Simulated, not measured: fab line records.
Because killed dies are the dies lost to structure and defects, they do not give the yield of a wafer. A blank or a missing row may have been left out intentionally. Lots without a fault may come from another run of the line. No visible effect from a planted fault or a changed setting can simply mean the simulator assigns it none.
Which tool was responsible? || flow n5Finfet || route of 1938 steps, sampled at 1 step: 9 lots, 27 wafers

## WHAT EACH GAUGE READ, for each wafer
N5_BEOL_M4_RC_MEAS_101.
{"lot": "L689", "measured": "day 8 08:34", "on": "prober-01", "DIBL_N (mV/V)": "33.3 35.6 36.5"}
{"lot": "L691", "measured": "day 8 10:38", "on": "prober-01", "DIBL_N (mV/V)": "36.1 33.8 35.9"}
{"lot": "L695", "measured": "day 9 08:15", "on": "prober-01", "DIBL_N (mV/V)": "37.2 37.3 36.8"}
{"lot": "L699", "measured": "day 10 12:46", "on": "prober-01", "DIBL_N (mV/V)": "36.2 36.6 36.1"}
{"lot": "L701", "measured": "day 11 01:03", "on": "prober-02", "DIBL_N (mV/V)": "36.9 39.5 36.4"}
{"lot": "L709", "measured": "day 12 22:53", "on": "prober-02", "DIBL_N (mV/V)": "39.7 38.4 36.9"}
{"lot": "L710", "measured": "day 13 15:43", "on": "prober-01", "DIBL_N (mV/V)": "38.5 37.8 38.0"}
{"lot": "L711", "measured": "day 13 21:12", "on": "prober-01", "DIBL_N (mV/V)": "35.9 35.2 35.2"}
{"lot": "L712", "measured": "day 13 22:56", "on": "prober-02", "DIBL_N (mV/V)": "36.5 36.8 36.4"}

## WHICH TOOL RAN EACH LOT (tool, then ch and the chambers of the sampled wafers, then the start)
There is no process step in the record ahead of these readings.

## THE ANSWER, worked out from the rows above alone
Rule: the usual values come from the lots themselves. Put in order of their means at a reading, lots are off if they are a third of the lots or fewer, leave a main group of 4 or more, and stand apart from it by a gap of 3 or more times the standard deviation of the main group's means; of several such gaps the widest counts. A main group is skipped when, at the precision printed for the reading in the tables above, its means are all equal. A lot without any number at a reading at which 4 lots or more have one is off too. All remaining lots with rows at the step are treated as sound.
None of the lots is off at any reading shown; this tells nothing.

## WHAT THE SIMULATOR HAD INSERTED
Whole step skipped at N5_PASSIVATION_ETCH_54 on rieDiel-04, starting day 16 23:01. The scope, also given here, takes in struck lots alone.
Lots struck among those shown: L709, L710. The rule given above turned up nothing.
